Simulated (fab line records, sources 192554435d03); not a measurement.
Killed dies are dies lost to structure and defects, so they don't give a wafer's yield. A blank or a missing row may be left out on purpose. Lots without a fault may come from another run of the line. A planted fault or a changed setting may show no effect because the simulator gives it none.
Chamber matching | flow n5_finfet | N5_BEOL_M9_CURE_71 on uv_cure-01: 3 sister chambers
The step cures SiCOH lowk, time 240 s. 3 wafers are shown with their chamber, then 10 later ones without.

WAFERS WITH THEIR CHAMBER
wafer  | chamber | wafer_temp_C_max
L075.5 | 0       | 386.2
L090.6 | 1       | 386.4
L091.4 | 2       | 387.5

WAFERS WITHOUT THEIR CHAMBER
wafer  | wafer_temp_C_max
L091.5 | 386.5
L093.1 | 386.0
L093.3 | 385.9
L093.6 | 386.2
L095.3 | 387.4
L095.4 | 387.1
L095.5 | 387.4
L097.1 | 387.3
L097.2 | 385.8
L097.3 | 387.3

WHICH CHAMBER EACH WENT THROUGH
wafer  | from the rows above     | in truth
L091.5 | can't be placed: 1 or 0 | 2
L093.1 | can't be placed: 0 or 1 | 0
L093.3 | can't be placed: 0 or 1 | 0
L093.6 | can't be placed: 0 or 1 | 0
L095.3 | 2                       | 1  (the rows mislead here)
L095.4 | can't be placed: 2 or 1 | 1
L095.5 | 2                       | 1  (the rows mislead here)
L097.1 | 2                       | 2
L097.2 | can't be placed: 0 or 1 | 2
L097.3 | 2                       | 2
Placed correctly: 2 of 10. Can't be placed from these rows: 6 (the true chamber is among the candidates in 4). Placed wrongly: 2.
How it was worked out, from the rows above alone: a wafer's distance from a chamber is the root of the sum, over the readings, of the square of ((its reading less the chamber's mean) divided by the reading's scatter). The wafer belongs to the nearest chamber; if the next one is less than 2 further off, it can't be placed. A chamber's mean is the mean of its shown wafers. The scatter: with one shown wafer a chamber, the root of the mean of the squares of how far each hidden wafer lies from its nearest shown one.
